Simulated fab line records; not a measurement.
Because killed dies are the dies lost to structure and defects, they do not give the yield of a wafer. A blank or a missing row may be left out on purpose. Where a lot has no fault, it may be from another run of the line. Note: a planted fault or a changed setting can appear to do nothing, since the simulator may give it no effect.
fab line records ; flow n5-finfet ; part 2 of 2: steps 24 to 35 of 35
record: lots: 5; wafers: 15; last-day: 17
route steps=1938 shown PASS1_CAP@1874 TV_LITHO@1875 TV_OPEN@1887 PAD_METAL@1893 PASSIVATION@1897
lots untouched by any fault: they come from a run of this same line in which no faults occurred
start-h: hours from the record's first day to the start of the lot's first wafer shown ; wait-h: hours elapsed since this lot's preceding step ; " the same as in the row above ; L1.1+2: a row that stands for several wafers ; - either no value or no given start ; * or withheld: withheld ; < > ~ a bound
route shown NAME@n: a module of which the file shows steps, and the number in the route of the first ; usual: mean/standard deviation of fault-free wafers ; same: alike in all rows ; chamber/n: place in a boat ; sites: the reading at each site ; _std_site: the standard deviation of these ; _edge_site: mean of outer sites minus mean of inner sites ; radius-mm: how far each site lies from the wafer's centre ; mask NAME#n: copy n ; behind: tool/chamber where the wafer was last shaped ; hold: the reason the lot was held/the length of the hold in hours/how it ended ; device: transistor that didn't switch, given as n, p or np ; end of line: tests of these same wafers at the route's end ; where a step has no rows: the recipe by itself ; killed: count of dies lost to structure and defects at first sort (not the wafer's yield) ; map: dies across one wafer; x = killed, . = not, _ = none there
set.NAME: setting as actually run; set.NAME@STEP: the setting as run at that earlier step ; model.NAME: the simulator's own value behind a step, which no gauge read
certain route steps with their lots: each step a table, each wafer a row
services: a tool's chamber out of use, with start hour (start-h, from the record's first day; less than 0 if before it), hours out, and reason
== steps ==
step: N5_PASSIVATION_HMDS_23
recipe: time-s: 60; temp-c: 120
lot.wafer;tool;chamber;start-h;wait-h
L075.1+3+5;litho-track-05;0;298.78;0.1
L077.1+2+3;litho-track-03;0;312.25;0.1
L082.2+5+6;litho-track-04;0;341.21;0.1
L087.1+3+5;litho-track-05;0;393.69;0.1
L090.3+5+6;litho-track-03;0;410.27;0.1
step: N5_PASSIVATION_COAT_24
recipe: spin-rpm: 3000; resist-thk-nm: withheld
lot.wafer;tool;chamber;start-h;wait-h
L075.1+3+5;litho-track-05;0;-;-
L077.1+2+3;litho-track-03;0;-;-
L082.2+5+6;litho-track-04;0;-;-
L087.1+3+5;litho-track-05;0;-;-
L090.3+5+6;litho-track-03;0;-;-
step: N5_PASSIVATION_EBR_26
recipe: solvent: PGMEA; ebr-width-mm: 1.5
lot.wafer;tool;chamber;start-h;wait-h
L075.1+3+5;litho-track-05;0;-;-
L077.1+2+3;litho-track-03;0;-;-
L082.2+5+6;litho-track-04;0;-;-
L087.1+3+5;litho-track-05;0;-;-
L090.3+5+6;litho-track-03;0;-;-
step: N5_PASSIVATION_SOFTBAKE_25
recipe: temp-c: 100; time-s: 90
lot.wafer;tool;chamber;start-h;wait-h
L075.1+3+5;litho-track-05;0;-;-
L077.1+2+3;litho-track-03;0;-;-
L082.2+5+6;litho-track-04;0;-;-
L087.1+3+5;litho-track-05;0;-;-
L090.3+5+6;litho-track-03;0;-;-
step: N5_PASSIVATION_EXPOSE_27
recipe: mask-id: PAD; na: 0.55; source-shape: conventional; sigma-outer: 0.8; polarization: unpolarized; defocus-nm: 0; dose-mj: 32.3
lot.wafer;tool;chamber;start-h;wait-h;mask
L075.1+3+5;krf-scanner-01;0;299.02;-;PAD#0
L077.1+2+3;krf-scanner-02;0;312.49;-;PAD#0
L082.2+5+6;krf-scanner-01;0;341.33;-;PAD#0
L087.1+3+5;krf-scanner-02;0;393.80;-;PAD#0
L090.3+5+6;krf-scanner-02;0;410.51;-;PAD#0
step: N5_PASSIVATION_PEB_28
recipe: peb-temp-c: withheld; peb-time-s: *
lot.wafer;tool;chamber;start-h;wait-h
L075.1+3+5;litho-track-03;0;299.07;0.1
L077.1+2+3;litho-track-05;0;312.54;0.1
L082.2+5+6;litho-track-05;0;341.39;0.0
L087.1+3+5;litho-track-05;0;393.86;0.1
L090.3+5+6;litho-track-04;0;410.56;0.0
step: N5_PASSIVATION_DEVELOP_29
recipe: develop-time-s: 60; rinse-liquid: diw; dry: air-spin; dev-temp-c: 21
lot.wafer;tool;chamber;start-h;wait-h
L075.1+3+5;litho-track-03;0;-;-
L077.1+2+3;litho-track-05;0;-;-
L082.2+5+6;litho-track-05;0;-;-
L087.1+3+5;litho-track-05;0;-;-
L090.3+5+6;litho-track-04;0;-;-
step: N5_PASSIVATION_HARDBAKE_31
recipe: temp-c: 130; time-s: 120
lot.wafer;tool;chamber;start-h;wait-h
L075.1+3+5;litho-track-03;0;-;-
L077.1+2+3;litho-track-05;0;-;-
L082.2+5+6;litho-track-05;0;-;-
L087.1+3+5;litho-track-05;0;-;-
L090.3+5+6;litho-track-04;0;-;-
step: N5_PASSIVATION_CD_MEAS_30
recipe: target-cd-nm: 4000; landing-energy-ev: 500; detector: se-inlens; polarity: opening
usual: cd-nm: 3998.8/1.8
lot.wafer;tool;chamber;start-h;wait-h;cd-nm
L075.1;cd-sem-01;0;299.19;-;3997.6
L075.3;cd-sem-01;0;299.19;-;3997.3
L075.5;cd-sem-01;0;299.19;-;3999.3
L077.1;cd-sem-03;0;312.66;-;3999.2
L077.2;cd-sem-03;0;312.66;-;3997.8
L077.3;cd-sem-03;0;312.66;-;3999.5
L082.2;cd-sem-03;0;341.51;-;3999.5
L082.5;cd-sem-03;0;341.51;-;3997.5
L082.6;cd-sem-03;0;341.51;-;4000.0
L087.1;cd-sem-01;0;393.97;-;3999.7
L087.3;cd-sem-01;0;393.97;-;4001.6
L087.5;cd-sem-01;0;393.97;-;4000.7
L090.3;cd-sem-02;0;410.68;-;3998.2
L090.5;cd-sem-02;0;410.68;-;3998.3
L090.6;cd-sem-02;0;410.68;-;3999.1
step: N5_PASSIVATION_OVL_MEAS_63
recipe: points-per-wafer: 44
usual: PAD_OVL: 3/5.2
lot.wafer;tool;chamber;start-h;wait-h;PAD_OVL[nm]
L075.1;overlay-01;0;299.22;0.0;1
L075.3;overlay-01;0;299.22;0.0;4
L075.5;overlay-01;0;299.22;0.0;0
L077.1;overlay-01;0;312.69;0.0;-3
L077.2;overlay-01;0;312.69;0.0;-15
L077.3;overlay-01;0;312.69;0.0;0
L082.2;overlay-02;0;341.54;0.0;3
L082.5;overlay-02;0;341.54;0.0;-3
L082.6;overlay-02;0;341.54;0.0;0
L087.1;overlay-02;0;394.01;0.0;4
L087.3;overlay-02;0;394.01;0.0;8
L087.5;overlay-02;0;394.01;0.0;4
L090.3;overlay-02;0;410.70;0.0;-2
L090.5;overlay-02;0;410.70;0.0;-7
L090.6;overlay-02;0;410.70;0.0;-4
step: N5_PASSIVATION_INSPECT_64
recipe: mode: adi; inspect-instrument: macro
usual: raw-defect-count: 2.1/1.4
lot.wafer;tool;chamber;start-h;wait-h;raw-defect-count
L075.1;defect-inspect-01;-;299.25;0.0;1
L075.3;defect-inspect-01;-;299.25;0.0;1
L075.5;defect-inspect-01;-;299.25;0.0;3
L077.1;defect-inspect-02;-;312.72;0.0;2
L077.2;defect-inspect-02;-;312.72;0.0;4
L077.3;defect-inspect-02;-;312.72;0.0;0
L082.2;defect-inspect-02;-;341.56;0.0;1
L082.5;defect-inspect-02;-;341.56;0.0;2
L082.6;defect-inspect-02;-;341.56;0.0;4
L087.1;defect-inspect-01;-;394.03;0.0;2
L087.3;defect-inspect-01;-;394.03;0.0;2
L087.5;defect-inspect-01;-;394.03;0.0;4
L090.3;defect-inspect-01;-;410.73;0.0;2
L090.5;defect-inspect-01;-;410.73;0.0;3
L090.6;defect-inspect-01;-;410.73;0.0;0
step: N5_PASSIVATION_DESCUM_32
recipe: chemistry: O2; time-s: 7.9; source-power-w: 50; bias-power-w: 20; pressure-mtorr: 20; rf-frequency-hz: 2.712e+07; temp-c: 40; o2-flow-sccm: 225
usual: drypump-motor-current-A: 5.7/0.59; o2-flow-sccm: 225.1/0.66; oes-product-au: 0.80/0.08; rf-vpp-V: 243.5/1.3; showerhead-plenum-p-Torr: 2.11/0.064; temp-c: 40.00/0.11; throttle-valve-pct: 20.36/0.25
lot.wafer;tool;chamber;start-h;wait-h;drypump-motor-current-A;o2-flow-sccm;oes-product-au;rf-hours-counter-h;rf-vpp-V;showerhead-plenum-p-Torr;temp-c;throttle-valve-pct
L075.1;rie-diel-04;2;299.28;0.0;4.9;225.5;0.92;26;244.1;2.22;40.20;20.16
L075.3;rie-diel-04;0;299.28;0.0;6.1;225.8;0.69;229;242.3;2.07;40.00;20.83
L075.5;rie-diel-04;0;299.28;0.0;6.2;225.8;0.70;-;242.6;2.07;39.99;20.83
L077.1;rie-diel-04;2;312.75;0.0;4.9;225.3;0.91;30;243.8;2.22;39.98;20.18
L077.2;rie-diel-04;1;312.75;0.0;6.3;225.5;0.84;58;244.8;2.11;40.00;19.95
L077.3;rie-diel-04;3;312.75;0.0;6.2;225.6;0.72;222;245.2;2.16;39.90;20.74
L082.2;rie-diel-05;2;341.86;0.3;6.6;226.0;0.78;108;243.6;2.10;40.01;20.25
L082.5;rie-diel-05;0;341.86;0.3;5.1;225.5;0.80;-;243.5;2.10;39.99;20.19
L082.6;rie-diel-05;1;341.86;0.3;5.5;225.0;0.68;-;242.7;2.13;40.01;20.61
L087.1;rie-diel-05;2;394.06;0.0;6.6;223.3;0.77;130;244.8;2.09;40.04;20.30
L087.3;rie-diel-05;0;394.06;0.0;5.1;226.0;0.78;120;244.4;2.09;40.02;20.20
L087.5;rie-diel-05;1;394.06;0.0;5.5;225.6;1.01;-;243.5;2.12;39.81;20.31
L090.3;rie-diel-03;2;410.92;0.2;5.1;225.4;0.76;140;240.3;2.03;40.03;20.75
L090.5;rie-diel-03;3;410.92;0.2;5.1;225.0;0.79;-;241.2;2.01;40.00;20.20
L090.6;rie-diel-03;0;410.92;0.2;5.7;224.8;0.82;-;245.2;2.21;40.12;20.43
== services ==
tool;chamber;start-h;hours;kind
rie-diel-01;3;276.59;-;clean
rie-diel-01;3;276.59;-;consumable-replace:focus-ring
rie-diel-01;3;276.59;16.8;scheduled-down
rie-diel-01;3;276.59;16.8;vent-cycle
wet-bench-03;-;282.90;3.0;repair
pecvd-01;-;283.93;1.5;repair
rie-diel-01;1;305.06;-;clean
rie-diel-01;1;305.06;-;consumable-replace:focus-ring
rie-diel-03;-;317.11;0.4;repair
rie-diel-01;1;329.54;2.5;repair
krf-scanner-02;-;339.62;4.4;pm
rie-diel-03;-;340.17;4.3;pm
rie-diel-01;-;345.20;2.8;pm
krf-scanner-02;-;349.17;4.0;pm
krf-scanner-01;-;353.19;1.3;pm
krf-scanner-02;-;358.85;0.8;pm
krf-scanner-02;-;375.73;1.0;pm
pecvd-01;2;381.79;3.1;repair
krf-scanner-02;-;383.25;4.0;repair
rie-diel-04;-;386.34;1.0;repair
krf-scanner-02;-;387.25;1.3;pm
krf-scanner-01;-;388.55;1.0;pm
pecvd-02;-;407.41;1.8;repair
rie-diel-01;0;408.56;21.0;repair
